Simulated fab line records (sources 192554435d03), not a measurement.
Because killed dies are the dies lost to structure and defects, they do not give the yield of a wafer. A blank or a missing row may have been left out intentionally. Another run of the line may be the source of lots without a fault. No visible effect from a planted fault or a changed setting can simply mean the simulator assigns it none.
fab line records | flow n5_finfet
[record] lots = 10 | wafers = 30 | last_day = 19
route steps=1938 shown SD_EPI_N@270 BEOL_M4@1111
lots that met no fault: from a run of the same line without faults
start_h: hours from the record's first day to the start of the lot's first wafer shown | wait_h: time in hours since the lot's previous step | " identical to the entry in the row above | L1.1+2: several wafers, shown together as one row | - no value, or no start was given | * or withheld: withheld | < > ~ a bound
route shown NAME@n: a module of which the file shows steps, and the number in the route of the first | usual: the fault-free wafers' mean and standard deviation | same: alike in all rows | chamber/n: place in a boat | sites: each site's reading | _std_site: the standard deviation of these | _edge_site: mean of outer sites minus mean of inner sites | radius_mm: for every site, how far away it sits from the centre of the wafer | mask NAME#n: copy n | behind: tool/chamber where the wafer was last shaped | hold: why the lot was held/for how many hours/how that ended | device: which transistor (n, p or np) failed to switch | end of line: the route-end tests of the same wafers | where a step has no rows: the recipe by itself | killed: count of dies lost to structure and defects at first sort (not the wafer's yield) | map: shows each die of a wafer: x if killed, . if not, _ if none is there
set.NAME: the run value of the setting; set.NAME@STEP: its run value at that earlier step | model.NAME: the simulator's own value behind a step, which no gauge read
route steps across a sampled set of lots; one table per step, one row per wafer
services: the hour from which a tool's chamber was out of use, counted from the record's first day as start_h (under 0 if before that day), plus the number of hours and why
[[steps]]
[step N5_SD_EPI_N_CD_MEAS_09]
[recipe] target_cd_nm = 120 | landing_energy_ev = 500 | detector = se_inlens
[usual] cd_nm = 119.9/0.55
lot.wafer | tool      | chamber | start_h | wait_h | cd_nm
L982.2    | cd_sem-01 | 0       | 46.99   | -      | 119.8
L982.3    | "         | 0       | "       | "      | 119.6
L982.5    | "         | 0       | "       | "      | 119.6
L983.2    | cd_sem-03 | 0       | 53.48   | -      | 120.2
L983.4    | "         | 0       | "       | "      | 119.5
L983.6    | "         | 0       | "       | "      | 120.2
L987.1    | cd_sem-03 | 0       | 80.26   | -      | 120.0
L987.2    | "         | 0       | "       | "      | 119.8
L987.4    | "         | 0       | "       | "      | 120.5
L995.1    | cd_sem-02 | 0       | 129.03  | -      | 120.2
L995.2    | "         | 0       | "       | "      | 120.0
L995.5    | "         | 0       | "       | "      | 120.4
L998.1    | cd_sem-03 | 0       | 145.58  | -      | 120.7
L998.3    | "         | 0       | "       | "      | 120.7
L998.6    | "         | 0       | "       | "      | 120.1
L999.2    | cd_sem-01 | 0       | 153.42  | -      | 119.3
L999.5    | "         | 0       | "       | "      | 119.8
L999.6    | "         | 0       | "       | "      | 119.8
L101.2    | cd_sem-01 | 0       | 164.81  | -      | 119.6
L101.4    | "         | 0       | "       | "      | 119.5
L101.6    | "         | 0       | "       | "      | 119.0
L103.2    | cd_sem-02 | 0       | 173.95  | -      | 119.5
L103.5    | "         | 0       | "       | "      | 120.0
L103.6    | "         | 0       | "       | "      | 120.1
L104.1    | cd_sem-02 | 0       | 183.05  | -      | 119.9
L104.3    | "         | 0       | "       | "      | 119.9
L104.4    | "         | 0       | "       | "      | 119.0
L105.2    | cd_sem-02 | 0       | 187.09  | -      | 119.2
L105.3    | "         | 0       | "       | "      | 119.1
L105.5    | "         | 0       | "       | "      | 120.0
[step N5_SD_EPI_N_ETCH_45]
[recipe] chemistry = CH3F/O2 | target = SiOCN | target_depth_a = 60 | mask_material = SOC | ion_energy_ev = 60 | bias_w = 29 | pressure_mtorr = 15 | source_w = 410 | Ar_flow_sccm = 150 | CH3F_flow_sccm = 30 | O2_flow_sccm = 20
[usual] drypump_motor_current_A = 5.9/0.5 | oes_product_au = 0.78/0.075 | rf_vpp_V = 127.9/0.97 | showerhead_plenum_p_Torr = 2.04/0.067 | throttle_valve_pct = 23.32/0.22
lot.wafer | tool        | chamber | start_h | wait_h | drypump_motor_current_A | oes_product_au | rf_hours_counter_h | rf_vpp_V | showerhead_plenum_p_Torr | throttle_valve_pct
L982.2    | rie_diel-02 | 2       | 47.77   | 0.1    | 6.0                     | 0.73           | 204                | 127.8    | 1.90                     | 23.63
L982.3    | "           | 0       | "       | "      | 6.1                     | 0.77           | 136                | 128.6    | 2.09                     | 23.35
L982.5    | "           | 1       | "       | "      | 5.0                     | 0.68           | -                  | 126.1    | 1.96                     | 23.45
L983.2    | rie_diel-02 | 0       | 54.62   | 0.1    | 6.2                     | 0.77           | 140                | 128.0    | 2.09                     | 23.37
L983.4    | "           | 3       | "       | "      | 5.8                     | 0.88           | -                  | 129.3    | 2.11                     | 23.45
L983.6    | "           | 2       | "       | "      | 6.0                     | 0.73           | -                  | 126.6    | 1.90                     | 23.63
L987.1    | rie_diel-03 | 0       | 80.98   | 0.1    | 6.4                     | 0.71           | 227                | 128.6    | 2.05                     | 23.28
L987.2    | "           | 2       | "       | "      | 5.8                     | 0.67           | 249                | 127.2    | 1.88                     | 23.82
L987.4    | "           | 1       | "       | "      | 6.7                     | 0.77           | 135                | 128.3    | 2.08                     | 22.93
L995.1    | rie_diel-05 | 2       | 129.64  | 0.1    | 5.9                     | 0.71           | 210                | 127.7    | 2.05                     | 23.01
L995.2    | "           | 0       | "       | "      | 5.7                     | 0.76           | 112                | 128.9    | 2.09                     | 23.43
L995.5    | "           | 3       | "       | "      | 6.4                     | 0.75           | -                  | 128.2    | 2.07                     | 23.46
L998.1    | rie_diel-05 | 0       | 146.48  | 0.1    | 5.7                     | 0.76           | 117                | 128.6    | 2.09                     | 23.42
L998.3    | "           | 3       | "       | "      | 6.4                     | 0.74           | 176                | 127.3    | 2.07                     | 23.45
L998.6    | "           | 3       | "       | "      | 6.4                     | 0.73           | -                  | 127.9    | 2.07                     | 23.46
L999.2    | rie_diel-03 | 3       | 154.02  | 0.1    | 6.1                     | 0.77           | 145                | 127.1    | 1.99                     | 23.38
L999.5    | "           | 1       | "       | "      | 6.7                     | 0.74           | -                  | 127.6    | 2.07                     | 22.97
L999.6    | "           | 3       | "       | "      | 6.1                     | 0.77           | -                  | 127.5    | 1.99                     | 23.39
L101.2    | rie_diel-03 | 2       | 165.41  | 0.1    | 5.8                     | 0.89           | 25                 | 128.7    | 2.12                     | 23.51
L101.4    | "           | 2       | "       | "      | 5.8                     | 0.88           | -                  | 128.0    | 2.12                     | 23.52
L101.6    | "           | 3       | "       | "      | 6.1                     | 0.76           | -                  | 127.3    | 1.99                     | 23.40
L103.2    | rie_diel-02 | 3       | 174.55  | 0.1    | 5.8                     | 0.84           | 92                 | 128.2    | 2.10                     | 23.52
L103.5    | "           | 0       | "       | "      | 6.2                     | 0.72           | -                  | 127.7    | 2.08                     | 23.41
L103.6    | "           | 3       | "       | "      | 5.8                     | 0.84           | -                  | 126.8    | 2.10                     | 23.53
L104.1    | rie_diel-05 | 1       | 183.72  | 0.1    | 4.9                     | 0.87           | 49                 | 126.6    | 1.95                     | 23.19
L104.3    | "           | 0       | "       | "      | 5.6                     | 0.74           | 132                | 128.5    | 2.09                     | 23.44
L104.4    | "           | 3       | "       | "      | 6.4                     | 0.73           | 190                | 127.1    | 2.06                     | 23.48
L105.2    | rie_diel-05 | 1       | 187.71  | 0.1    | 4.9                     | 0.87           | 51                 | 127.2    | 1.95                     | 23.19
L105.3    | "           | 2       | "       | "      | 5.9                     | 0.70           | 229                | 127.4    | 2.05                     | 23.01
L105.5    | "           | 3       | "       | "      | 6.4                     | 0.73           | -                  | 126.3    | 2.06                     | 23.47
[step N5_SD_EPI_N_EPI_MEAS_23]
[recipe] mode = xrd
[usual] thk_nm = 59.1/1.2
lot.wafer | tool          | chamber | start_h | wait_h | thk_nm
L982.2    | film_metro-01 | -       | 50.64   | 1.2    | 59.2
L982.3    | "             | -       | "       | "      | 59.2
L982.5    | "             | -       | "       | "      | 59.5
L983.2    | film_metro-01 | -       | 57.52   | 1.2    | 58.6
L983.4    | "             | -       | "       | "      | 57.6
L983.6    | "             | -       | "       | "      | 59.5
L987.1    | film_metro-02 | -       | 83.85   | 1.4    | 60.2
L987.2    | "             | -       | "       | "      | 58.9
L987.4    | "             | -       | "       | "      | 59.2
L995.1    | film_metro-02 | -       | 132.51  | 1.4    | 58.9
L995.2    | "             | -       | "       | "      | 57.7
L995.5    | "             | -       | "       | "      | 57.1
L998.1    | film_metro-02 | -       | 150.11  | 1.9    | 58.4
L998.3    | "             | -       | "       | "      | 59.5
L998.6    | "             | -       | "       | "      | 57.8
L999.2    | film_metro-02 | -       | 157.52  | 1.5    | 59.9
L999.5    | "             | -       | "       | "      | 57.6
L999.6    | "             | -       | "       | "      | 59.0
L101.2    | film_metro-01 | -       | 168.29  | 1.2    | 59.1
L101.4    | "             | -       | "       | "      | 57.0
L101.6    | "             | -       | "       | "      | 58.1
L103.2    | film_metro-01 | -       | 177.42  | 1.2    | 58.8
L103.5    | "             | -       | "       | "      | 60.6
L103.6    | "             | -       | "       | "      | 60.9
L104.1    | film_metro-02 | -       | 186.62  | 1.4    | 56.7
L104.3    | "             | -       | "       | "      | 59.7
L104.4    | "             | -       | "       | "      | 58.9
L105.2    | film_metro-02 | -       | 190.61  | 1.2    | 60.0
L105.3    | "             | -       | "       | "      | 60.6
L105.5    | "             | -       | "       | "      | 59.5
[step N5_SD_EPI_N_PRECLEAN_49]
[recipe] chemistry = NF3:NH3 | afs_cycles = 1 | temp_c = 30 | time_s = 20 | sublimation_temp_c = 180 | sublimation_time_s = 60 | pressure_torr = 3 | rf_power_w = 30
[usual] rf_power_w = 29.97/0.091 | temp_c = 29.98/0.094
lot.wafer | tool             | chamber | start_h | wait_h | rf_power_w | temp_c
L982.2    | remote_plasma-01 | 1       | 50.78   | 0.1    | 30.01      | 30.17
L982.3    | "                | 1       | "       | "      | 30.10      | 30.08
L982.5    | "                | 1       | "       | "      | 30.01      | 30.07
L983.2    | remote_plasma-01 | 1       | 57.65   | 0.1    | 30.10      | 29.99
L983.4    | "                | 1       | "       | "      | 29.96      | 30.07
L983.6    | "                | 1       | "       | "      | 30.05      | 29.97
L987.1    | remote_plasma-01 | 1       | 83.95   | 0.0    | 29.90      | 31.38
L987.2    | "                | 1       | "       | "      | 29.89      | 31.46
L987.4    | "                | 1       | "       | "      | 29.95      | 31.47
L995.1    | remote_plasma-02 | 0       | 132.61  | 0.0    | 29.89      | 30.11
L995.2    | "                | 0       | "       | "      | 29.94      | 30.05
L995.5    | "                | 0       | "       | "      | 30.01      | 30.09
L998.1    | remote_plasma-01 | 0       | 150.22  | 0.0    | 30.09      | 29.95
L998.3    | "                | 0       | "       | "      | 30.05      | 29.93
L998.6    | "                | 0       | "       | "      | 30.14      | 29.98
L999.2    | remote_plasma-01 | 1       | 157.65  | 0.1    | 29.96      | 30.14
L999.5    | "                | 1       | "       | "      | 29.81      | 29.90
L999.6    | "                | 1       | "       | "      | 29.96      | 30.01
L101.2    | remote_plasma-02 | 0       | 168.49  | 0.1    | 29.93      | 29.94
L101.4    | "                | 0       | "       | "      | 30.00      | 29.94
L101.6    | "                | 0       | "       | "      | 29.95      | 29.91
L103.2    | remote_plasma-01 | 1       | 177.56  | 0.1    | 30.03      | 29.96
L103.5    | "                | 1       | "       | "      | 29.86      | 30.00
L103.6    | "                | 1       | "       | "      | 30.02      | 29.92
L104.1    | remote_plasma-02 | 1       | 186.72  | 0.0    | 30.00      | 29.96
L104.3    | "                | 1       | "       | "      | 29.89      | 29.97
L104.4    | "                | 1       | "       | "      | 29.94      | 29.90
L105.2    | remote_plasma-02 | 1       | 190.74  | 0.1    | 29.99      | 29.89
L105.3    | "                | 1       | "       | "      | 30.03      | 29.88
L105.5    | "                | 1       | "       | "      | 30.06      | 29.82
[step N5_BEOL_M4_RC_MEAS_101]
[usual] DIBL_N = 36.4/1.4 | DIBL_P = 36.4/1.5 | IOFF_N = 0.156/0.022 | IOFF_P = 0.210/0.023 | ION_N = 675/9.1 | ION_P = 463/5.7 | SS_N = 71.6/0.45 | SS_P = 73.3/0.56 | VT_N = 250/3.1 | VT_P = -250.3/2.3
lot.wafer | tool      | chamber | start_h | wait_h | DIBL_N[mV/V] | DIBL_P[mV/V] | IOFF_N[nA/um] | IOFF_P[nA/um] | ION_N[uA/um] | ION_P[uA/um] | SS_N[mV/dec] | SS_P[mV/dec] | VT_N[mV] | VT_P[mV]
L982.2    | prober-01 | 0       | 198.47  | 0.2    | 35.5         | 32.1         | 0.117         | 0.181         | 667          | 459          | 71.3         | 73.0         | 259      | -252.0
L982.3    | "         | 0       | "       | "      | 38.7         | 36.9         | 0.175         | 0.263         | 674          | 463          | 72.3         | 73.6         | 249      | -247.5
L982.5    | "         | 0       | "       | "      | 37.8         | 35.6         | 0.158         | 0.238         | 680          | 465          | 72.1         | 74.2         | 251      | -249.4
L983.2    | prober-01 | 0       | 202.31  | 0.2    | 36.4         | 38.4         | 0.172         | 0.220         | 680          | 464          | 71.4         | 73.1         | 248      | -247.6
L983.4    | "         | 0       | "       | "      | 34.4         | 36.0         | 0.147         | 0.183         | 676          | 466          | 71.8         | 73.3         | 251      | -254.1
L983.6    | "         | 0       | "       | "      | 35.7         | 37.3         | 0.159         | 0.201         | 680          | 463          | 71.4         | 73.2         | 252      | -251.3
L987.1    | prober-01 | 0       | 223.88  | 0.0    | 33.9         | 35.1         | 0.142         | 0.200         | 676          | 467          | 71.2         | 72.2         | 248      | -251.3
L987.2    | "         | 0       | "       | "      | 35.9         | 38.1         | 0.189         | 0.241         | 688          | 465          | 72.3         | 73.4         | 245      | -246.9
L987.4    | "         | 0       | "       | "      | 34.0         | 34.8         | 0.141         | 0.192         | 663          | 462          | 70.7         | 72.0         | 251      | -251.6
L995.1    | prober-01 | 0       | 275.01  | 0.0    | 39.9         | 36.8         | 0.185         | 0.245         | 683          | 464          | 70.8         | 73.8         | 248      | -249.2
L995.2    | "         | 0       | "       | "      | 36.8         | 32.7         | 0.114         | 0.179         | 657          | 461          | 70.9         | 72.2         | 254      | -251.9
L995.5    | "         | 0       | "       | "      | 38.7         | 35.2         | 0.155         | 0.214         | 676          | 465          | 71.2         | 73.6         | 250      | -249.4
L998.1    | prober-01 | 0       | 289.62  | 0.0    | 37.7         | 38.4         | 0.171         | 0.213         | 681          | 467          | 71.7         | 73.4         | 250      | -251.3
L998.3    | "         | 0       | "       | "      | 37.9         | 38.2         | 0.176         | 0.225         | 681          | 465          | 72.3         | 73.7         | 249      | -249.6
L998.6    | "         | 0       | "       | "      | 38.8         | 40.0         | 0.190         | 0.240         | 691          | 463          | 71.6         | 73.7         | 249      | -248.2
L999.2    | prober-01 | 0       | 301.47  | 0.2    | 37.7         | 37.1         | 0.167         | 0.210         | 682          | 461          | 71.6         | 74.3         | 249      | -251.9
L999.5    | "         | 0       | "       | "      | 36.4         | 35.4         | 0.154         | 0.189         | 687          | 463          | 71.4         | 73.1         | 249      | -252.3
L999.6    | "         | 0       | "       | "      | 38.5         | 38.0         | 0.188         | 0.223         | 690          | 471          | 71.9         | 73.9         | 245      | -251.3
L101.2    | prober-02 | 0       | 311.12  | 0.2    | 34.7         | 36.0         | 0.134         | 0.192         | 678          | 465          | 71.1         | 72.3         | 252      | -251.0
L101.4    | "         | 0       | "       | "      | 34.6         | 35.4         | 0.130         | 0.187         | 661          | 459          | 71.7         | 72.1         | 251      | -251.1
L101.6    | "         | 0       | "       | "      | 33.9         | 34.7         | 0.116         | 0.168         | 665          | 456          | 71.0         | 72.4         | 254      | -252.2
L103.2    | prober-01 | 0       | 317.64  | 0.2    | 37.2         | 37.8         | 0.178         | 0.224         | 680          | 465          | 71.8         | 73.4         | 246      | -249.6
L103.5    | "         | 0       | "       | "      | 38.5         | 37.8         | 0.199         | 0.230         | 683          | 464          | 72.1         | 73.7         | 247      | -250.2
L103.6    | "         | 0       | "       | "      | 36.9         | 36.5         | 0.160         | 0.202         | 681          | 466          | 71.9         | 73.5         | 248      | -252.1
L104.1    | prober-02 | 0       | 327.70  | 0.0    | 37.2         | 38.6         | 0.187         | 0.259         | 685          | 477          | 72.3         | 73.5         | 246      | -249.3
L104.3    | "         | 0       | "       | "      | 36.8         | 37.0         | 0.166         | 0.228         | 671          | 465          | 72.1         | 74.1         | 248      | -249.0
L104.4    | "         | 0       | "       | "      | 35.9         | 35.9         | 0.152         | 0.212         | 675          | 467          | 71.6         | 73.8         | 249      | -250.1
L105.2    | prober-02 | 0       | 342.34  | 0.2    | 37.0         | 38.0         | 0.164         | 0.233         | 669          | 468          | 71.6         | 73.6         | 250      | -249.7
L105.3    | "         | 0       | "       | "      | 35.1         | 36.5         | 0.139         | 0.205         | 669          | 465          | 71.4         | 72.4         | 252      | -248.6
L105.5    | "         | 0       | "       | "      | 36.8         | 38.2         | 0.174         | 0.235         | 676          | 467          | 71.8         | 72.8         | 249      | -249.1
[[services]]
tool             | chamber | start_h | hours | kind
remote_plasma-01 | -       | 25.81   | 0.2   | repair
rie_diel-05      | 1       | 29.22   | -     | clean
rie_diel-05      | 1       | 29.22   | -     | consumable_replace:focus_ring
rie_diel-05      | 1       | 29.22   | 22.6  | scheduled_down
rie_diel-05      | 1       | 29.22   | 22.6  | vent_cycle
rie_diel-03      | -       | 31.94   | 14.6  | pm
rie_diel-03      | 1       | 48.64   | 15.8  | repair
rie_diel-02      | 1       | 49.54   | -     | clean
rie_diel-02      | 1       | 49.54   | -     | consumable_replace:focus_ring
rie_diel-02      | 1       | 49.54   | 16.0  | scheduled_down
rie_diel-02      | 1       | 49.54   | 16.0  | vent_cycle
rie_diel-03      | 2       | 82.90   | -     | clean
rie_diel-03      | 2       | 82.90   | -     | consumable_replace:focus_ring
rie_diel-03      | 2       | 82.90   | -     | consumable_replace:showerhead
rie_diel-03      | 2       | 82.90   | 22.0  | scheduled_down
rie_diel-03      | 2       | 82.90   | 22.0  | vent_cycle
rie_diel-03      | -       | 99.11   | 2.8   | pm
rie_diel-02      | 3       | 127.94  | 2.0   | repair
remote_plasma-02 | -       | 128.91  | 1.0   | repair
rie_diel-03      | 0       | 136.43  | -     | clean
rie_diel-03      | 0       | 136.43  | -     | consumable_replace:focus_ring
rie_diel-03      | 0       | 136.43  | 34.1  | scheduled_down
remote_plasma-02 | -       | 155.61  | 1.0   | repair
remote_plasma-02 | -       | 170.31  | 0.3   | repair
[[key]]
[first_sign] step = N5_SD_EPI_N_PRECLEAN_49 | reading = temp_c | direction = up | sigmas = 16 | usual = * | struck = *
effect none on later readings
met_at N5_SD_EPI_N_PRECLEAN_49
struck_lots L987
struck_wafers L987.1,L987.2,L987.4
not_acting_at N5_SD_EPI_N_CD_MEAS_09,N5_SD_EPI_N_ETCH_45,N5_SD_EPI_N_EPI_MEAS_23
onset_between 57.65 83.95
[fault] kind = process_parameter_drift | tool = remote_plasma-01 | chamber = 1 | onset_h = 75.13 | steps = N5_SD_EPI_N_PRECLEAN_49 | channel = temp_c | offset = * | shape = step | end_h = 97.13 | acts_in = * | stated = *
